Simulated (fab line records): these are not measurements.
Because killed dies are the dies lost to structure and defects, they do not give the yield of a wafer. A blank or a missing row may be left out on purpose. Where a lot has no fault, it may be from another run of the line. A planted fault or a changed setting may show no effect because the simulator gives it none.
Chamber matching | flow n5_finfet | pecvd-03 running N5_SDB_HM_DEP_00: 3 sister chambers
The step deposits SiNx from SiH4/NH3/N2, target thk 40 nm, time 35.3 s. 20 wafers are shown with their chamber, then 10 later ones without.

== WAFERS, EACH WITH ITS CHAMBER ==
wafer  | chamber | throttle_valve_pct (%) | showerhead_plenum_p_Torr (Torr) | heater_power_w (W)
L074.2 | 1       | 39.7                   | 5.19                            | 799
L074.3 | 1       | 39.6                   | 5.21                            | 783
L074.6 | 0       | 44.5                   | 5.19                            | 695
L077.1 | 1       | 39.8                   | 5.19                            | 842
L077.2 | 0       | 44.4                   | 5.18                            | 733
L077.3 | 2       | 39.0                   | 5.22                            | 602
L077.4 | 0       | 44.4                   | 5.18                            | 747
L077.5 | 1       | 39.6                   | 5.19                            | 880
L077.6 | 2       | 38.8                   | 5.22                            | 620
L078.1 | 0       | 44.4                   | 5.19                            | 750
L078.2 | 1       | 39.9                   | 5.21                            | 756
L078.5 | 0       | 44.4                   | 5.18                            | 731
L079.1 | 1       | 39.7                   | 5.21                            | 755
L079.2 | 0       | 44.6                   | 5.17                            | 735
L079.3 | 1       | 39.5                   | 5.20                            | 763
L079.4 | 0       | 44.4                   | 5.19                            | 742
L079.5 | 1       | 39.9                   | 5.21                            | 773
L079.6 | 0       | 44.5                   | 5.18                            | 736
L081.2 | 1       | 39.7                   | 5.20                            | 847
L081.3 | 2       | 39.2                   | 5.22                            | 660

SIGNATURES (means of the wafers above)
reading                  | chamber 0 | chamber 1 | chamber 2 | scatter within a chamber
throttle_valve_pct       | 44.450    | 39.711    | 39.000    | 0.126
showerhead_plenum_p_Torr | 5.1825    | 5.2011    | 5.2200    | 0.00782
heater_power_w           | 733.62    | 799.78    | 627.33    | 34.7
Rule: for a wafer and a chamber, the distance is found by dividing, reading by reading, the gap between the wafer's reading and the chamber's mean by the reading's scatter, squaring, summing and taking the root. The wafer belongs to the nearest chamber; if the next one is less than 2 further off, it can't be placed. How the scatter is found: for the shown wafers, subtract from each reading the mean of its chamber, square and add these, divide the total by (wafers less chambers), then take the root.

== WAFERS WITHOUT THEIR CHAMBER ==
wafer  | throttle_valve_pct (%) | showerhead_plenum_p_Torr (Torr) | heater_power_w (W)
L081.6 | 39.6                   | 5.20                            | 827
L093.1 | 39.5                   | 5.21                            | 621
L093.2 | 39.4                   | 5.22                            | 799
L093.3 | 44.2                   | 5.17                            | 695
L093.4 | 44.1                   | 5.19                            | 691
L093.5 | 39.5                   | 5.22                            | 821
L093.6 | 39.4                   | 5.23                            | 610
L094.1 | 39.7                   | 5.22                            | 779
L094.4 | 39.5                   | 5.20                            | 768
L094.5 | 44.4                   | 5.19                            | 667

== CHAMBER TAKEN BY EACH ==
wafer  | from the rows above     | in truth
L081.6 | 1                       | 1
L093.1 | can't be placed: 2 or 1 | 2
L093.2 | 1                       | 1
L093.3 | 0                       | 0
L093.4 | 0                       | 0
L093.5 | 1                       | 1
L093.6 | 2                       | 2
L094.1 | 1                       | 1
L094.4 | 1                       | 1
L094.5 | 0                       | 0
Correctly placed: 9 of 10. Cannot be placed on the basis of these rows: 1; the candidates contain the true chamber in 1. 0 placed wrongly.
